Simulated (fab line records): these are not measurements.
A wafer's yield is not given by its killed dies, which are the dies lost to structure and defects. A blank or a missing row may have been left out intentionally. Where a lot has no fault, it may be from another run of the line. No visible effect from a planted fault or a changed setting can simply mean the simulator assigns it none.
The tool behind it: which one? + flow nand-harc + 14 lots with 42 wafers sampled at 4 steps, on a route of 1159 steps

== WHAT EACH GAUGE READ, for each wafer ==
The record lacks any reading of a measuring or inspecting step that a usual standard deviation could be used to judge.

== TOOL THAT RAN EACH LOT (tool first, then ch and the chambers of the sampled wafers, then the start) ==
| lot  | NHARC_A_STAIRCASE_CMP_472     | NHARC_A_SLIT_ETCH_24               | NHARC_A_WL_FILL_ALD_02              | NHARC_A_WL_FILL_ETCHBACK_04       |
|------|-------------------------------|------------------------------------|-------------------------------------|-----------------------------------|
| L563 | cmp-03 ch 0,2, day 13 18:30   | rie-diel-10 ch 0,1,2, day 14 08:01 | ald-metal-04 ch 2,3, day 15 09:34   | rie-metal-02 ch 0,1, day 15 13:25 |
| L564 | cmp-01 ch 0,1,2, day 14 07:28 | rie-diel-10 ch 0,1,3, day 14 18:48 | ald-metal-02 ch 1,2,3, day 15 17:34 | rie-metal-03 ch 0,1, day 15 21:20 |
| L565 | cmp-03 ch 1,2,3, day 14 08:56 | rie-diel-03 ch 1,3, day 14 18:38   | ald-metal-04 ch 1,3, day 15 17:20   | rie-metal-02 ch 0,1, day 15 21:04 |
| L567 | cmp-03 ch 0,1,2, day 15 04:57 | rie-diel-10 ch 1,3, day 15 15:43   | ald-metal-01 ch 0,2,3, day 16 03:28 | rie-metal-02 ch 0,1, day 16 14:16 |
| L568 | cmp-01 ch 0,2,3, day 15 17:16 | rie-diel-03 ch 1,3, day 16 06:09   | ald-metal-04 ch 0,3, day 16 18:23   | rie-metal-03 ch 0,1, day 17 10:16 |
| L571 | cmp-04 ch 1,2, day 16 11:48   | rie-diel-05 ch 0,1,2, day 16 23:17 | ald-metal-04 ch 0,2,3, day 17 10:51 | rie-metal-01 ch 0, day 17 23:25   |
| L572 | cmp-01 ch 0,1,2, day 16 12:04 | rie-diel-10 ch 0,1, day 16 23:28   | ald-metal-02 ch 2,3, day 17 11:04   | rie-metal-03 ch 0, day 17 23:48   |
| L574 | cmp-03 ch 0,1,3, day 17 20:08 | rie-diel-05 ch 0,3, day 18 16:02   | ald-metal-01 ch 0,1,3, day 19 03:35 | rie-metal-03 ch 0,1, day 19 10:00 |
| L578 | cmp-04 ch 0,1,3, day 18 16:22 | rie-diel-05 ch 1,2,3, day 19 05:39 | ald-metal-01 ch 0,2,3, day 19 20:09 | rie-metal-01 ch 0,1, day 19 23:53 |
| L581 | cmp-01 ch 0,2,3, day 19 02:50 | rie-diel-03 ch 2,3, day 19 15:16   | ald-metal-02 ch 0,2,3, day 20 02:43 | rie-metal-01 ch 0,1, day 20 12:41 |
| L583 | cmp-01 ch 1,2,3, day 19 14:37 | rie-diel-05 ch 0,1,2, day 20 02:56 | ald-metal-02 ch 0,1,2, day 20 14:32 | rie-metal-02 ch 0,1, day 20 19:31 |
| L582 | cmp-01 ch 2,3, day 19 14:59   | rie-diel-10 ch 1,3, day 20 03:14   | ald-metal-01 ch 1,2,3, day 20 14:41 | rie-metal-02 ch 0,1, day 20 22:26 |
| L586 | cmp-04 ch 2,3, day 20 02:20   | rie-diel-05 ch 0,3, day 20 13:38   | ald-metal-01 ch 0,2,3, day 21 02:56 | rie-metal-02 ch 0,1, day 21 14:14 |
| L585 | cmp-04 ch 0,2,3, day 20 02:57 | rie-diel-03 ch 0,1,2, day 20 13:47 | ald-metal-02 ch 0,1,2, day 21 02:41 | rie-metal-01 ch 0,1, day 21 09:06 |
- NHARC_A_STAIRCASE_CMP_472: polishes SiO2.
- NHARC_A_SLIT_ETCH_24: etches the open film in CF4/CHF3, target depth 121 nm, time 60.5 s.
- NHARC_A_WL_FILL_ALD_02: deposits TiN, target thk 2 nm, pulse time 3 s, ald cycles 100.
- NHARC_A_WL_FILL_ETCHBACK_04: etches the open film in NF3, target depth 60 nm, time 120 s.

== AS READ BY THE TOOLS THEMSELVES (means over the sampled wafers that have a number; for cases with no such wafer, the mark the record gives instead) ==
NHARC_A_STAIRCASE_CMP_472. Usual: motor-current-A 11.9 A, standard deviation 1.2.
| lot  | tool   | motor-current-A (A) | flag |
|------|--------|---------------------|------|
| L563 | cmp-03 | 10.8                |      |
| L564 | cmp-01 | 12.8                |      |
| L565 | cmp-03 | 11.4                |      |
| L567 | cmp-03 | 10.7                |      |
| L568 | cmp-01 | 13.0                |      |
| L571 | cmp-04 | 11.6                |      |
| L572 | cmp-01 | 13.4                |      |
| L574 | cmp-03 | 10.7                |      |
| L578 | cmp-04 | 12.6                |      |
| L581 | cmp-01 | 12.5                |      |
| L583 | cmp-01 | 12.2                |      |
| L582 | cmp-01 | 12.3                |      |
| L586 | cmp-04 | 13.3                |      |
| L585 | cmp-04 | 13.2                |      |

NHARC_A_SLIT_ETCH_24. Usual: drypump-motor-current-A 5.6 A, standard deviation 0.38; mfc-ar-sccm 0.010 sccm, standard deviation 0.011; oes-product-au 0.959 a.u., standard deviation 0.015; rf-vpp-V 369.9 V, standard deviation 2.2; showerhead-plenum-p-Torr 1.55 Torr, standard deviation 0.06; throttle-valve-pct 16.802 %, standard deviation 0.0078.
| lot  | tool        | drypump-motor-current-A (A) | mfc-ar-sccm (sccm) | oes-product-au (a.u.) | rf-vpp-V (V) | showerhead-plenum-p-Torr (Torr) | throttle-valve-pct (%) | flag |
|------|-------------|-----------------------------|--------------------|-----------------------|--------------|---------------------------------|------------------------|------|
| L563 | rie-diel-10 | 5.8                         | 0.007              | 0.967                 | 370.5        | 1.56                            | 16.796                 |      |
| L564 | rie-diel-10 | 5.4                         | 0.004              | 0.960                 | 368.6        | 1.55                            | 16.799                 |      |
| L565 | rie-diel-03 | 5.7                         | 0.001              | 0.959                 | 369.4        | 1.52                            | 16.811                 |      |
| L567 | rie-diel-10 | 5.2                         | 0.000              | 0.960                 | 369.5        | 1.55                            | 16.794                 |      |
| L568 | rie-diel-03 | 5.8                         | 0.003              | 0.956                 | 367.3        | 1.50                            | 16.800                 |      |
| L571 | rie-diel-05 | 5.4                         | 0.017              | 0.960                 | 368.4        | 1.52                            | 16.809                 |      |
| L572 | rie-diel-10 | 5.7                         | 0.008              | 0.948                 | 369.0        | 1.54                            | 16.801                 |      |
| L574 | rie-diel-05 | 5.7                         | 0.010              | 0.946                 | 368.6        | 1.52                            | 16.813                 |      |
| L578 | rie-diel-05 | 5.5                         | 0.027              | 0.965                 | 369.8        | 1.57                            | 16.795                 |      |
| L581 | rie-diel-03 | 5.5                         | 0.000              | 0.968                 | 369.5        | 1.54                            | 16.805                 |      |
| L583 | rie-diel-05 | 5.4                         | 0.017              | 0.975                 | 369.0        | 1.52                            | 16.807                 |      |
| L582 | rie-diel-10 | 5.2                         | 0.000              | 0.954                 | 369.2        | 1.55                            | 16.796                 |      |
| L586 | rie-diel-05 | 5.7                         | 0.010              | 0.970                 | 368.7        | 1.52                            | 16.802                 |      |
| L585 | rie-diel-03 | 5.7                         | 0.006              | 0.965                 | 371.3        | 1.56                            | 16.795                 |      |

NHARC_A_WL_FILL_ALD_02. Usual: heater-power-w 1058 W, standard deviation 150; precursor-pulse-height-rel 1.000, standard deviation 0.019.
| lot  | tool         | heater-power-w (W) | precursor-pulse-height-rel | flag |
|------|--------------|--------------------|----------------------------|------|
| L563 | ald-metal-04 | 1134               | 1.006                      |      |
| L564 | ald-metal-02 | 976                | 1.001                      |      |
| L565 | ald-metal-04 | 1095               | 0.991                      |      |
| L567 | ald-metal-01 | 1031               | 1.002                      |      |
| L568 | ald-metal-04 | 1109               | 1.007                      |      |
| L571 | ald-metal-04 | 1125               | 0.991                      |      |
| L572 | ald-metal-02 | 945                | 0.998                      |      |
| L574 | ald-metal-01 | 1187               | 1.020                      |      |
| L578 | ald-metal-01 | 1036               | 1.024                      |      |
| L581 | ald-metal-02 | 959                | 1.003                      |      |
| L583 | ald-metal-02 | 956                | 0.994                      |      |
| L582 | ald-metal-01 | 1143               | 1.006                      |      |
| L586 | ald-metal-01 | 1022               | 1.013                      |      |
| L585 | ald-metal-02 | 930                | 1.021                      |      |

NHARC_A_WL_FILL_ETCHBACK_04. Usual: drypump-motor-current-A 5.8 A, standard deviation 0.43; oes-product-au 1.003 a.u., standard deviation 0.011; run-length-s 141.5 s, standard deviation 0.37.
| lot  | tool         | drypump-motor-current-A (A) | oes-product-au (a.u.) | run-length-s (s) | flag |
|------|--------------|-----------------------------|-----------------------|------------------|------|
| L563 | rie-metal-02 | 5.6                         | 0.994                 | 141.3            |      |
| L564 | rie-metal-03 | 5.6                         | 1.014                 | 141.2            |      |
| L565 | rie-metal-02 | 6.0                         | 1.008                 | 141.5            |      |
| L567 | rie-metal-02 | 5.6                         | 0.985                 | 141.4            |      |
| L568 | rie-metal-03 | 5.6                         | 1.013                 | 141.3            |      |
| L571 | rie-metal-01 | 5.9                         | 0.996                 | 142.0            |      |
| L572 | rie-metal-03 | 5.5                         | 1.023                 | 98.7             | OFF  |
| L574 | rie-metal-03 | 5.6                         | 1.010                 | 98.8             | OFF  |
| L578 | rie-metal-01 | 5.8                         | 1.003                 | 141.7            |      |
| L581 | rie-metal-01 | 5.8                         | 1.000                 | 141.8            |      |
| L583 | rie-metal-02 | 5.6                         | 1.003                 | 141.4            |      |
| L582 | rie-metal-02 | 5.6                         | 1.009                 | 141.3            |      |
| L586 | rie-metal-02 | 6.0                         | 1.004                 | 141.6            |      |
| L585 | rie-metal-01 | 5.8                         | 1.003                 | 141.8            |      |

== THE ANSWER, worked out from the rows above alone ==
Rule: a lot counts as off when the mean over its wafers that have a number is more than 3 standard deviations away from the usual mean. A lot without any number at a reading at which 4 lots or more have one is off too. All remaining lots with rows at the step are treated as sound. After the gauges, taken in route order, come the tools' own readings; for these a lot's mean is taken, as printed above. At the first step where some lot is off, the reading lying furthest off is the one used; lots without a number count as furthest.
Off: L572, L574, at NHARC_A_WL_FILL_ETCHBACK_04 (run-length-s).
If a tool, at that step or one of the process steps before it, ran each lot that is off and ran no sound lot following the first of them, it fits. One fits: NHARC_A_WL_FILL_ETCHBACK_04 on rie-metal-03. A fault onset in the window from L568 (day 17 10:16, its last sound lot) to L572 (day 17 23:48, its first lot off) fits.
The tool's own readings at NHARC_A_WL_FILL_ETCHBACK_04 bear it out: on the lots that are off they differ by more than 5 times the standard deviation of the sound lots' means. run-length-s reads 98.8 s there against 141.5 s on the sound lots.

== WHAT HAD BEEN PUT IN BY THE SIMULATOR ==
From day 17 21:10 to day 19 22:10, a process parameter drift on rie-metal-03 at NHARC_A_WL_FILL_ETCHBACK_04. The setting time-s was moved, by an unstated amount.
Struck lots among those shown: L572, L574. This agrees with what the rule above found.
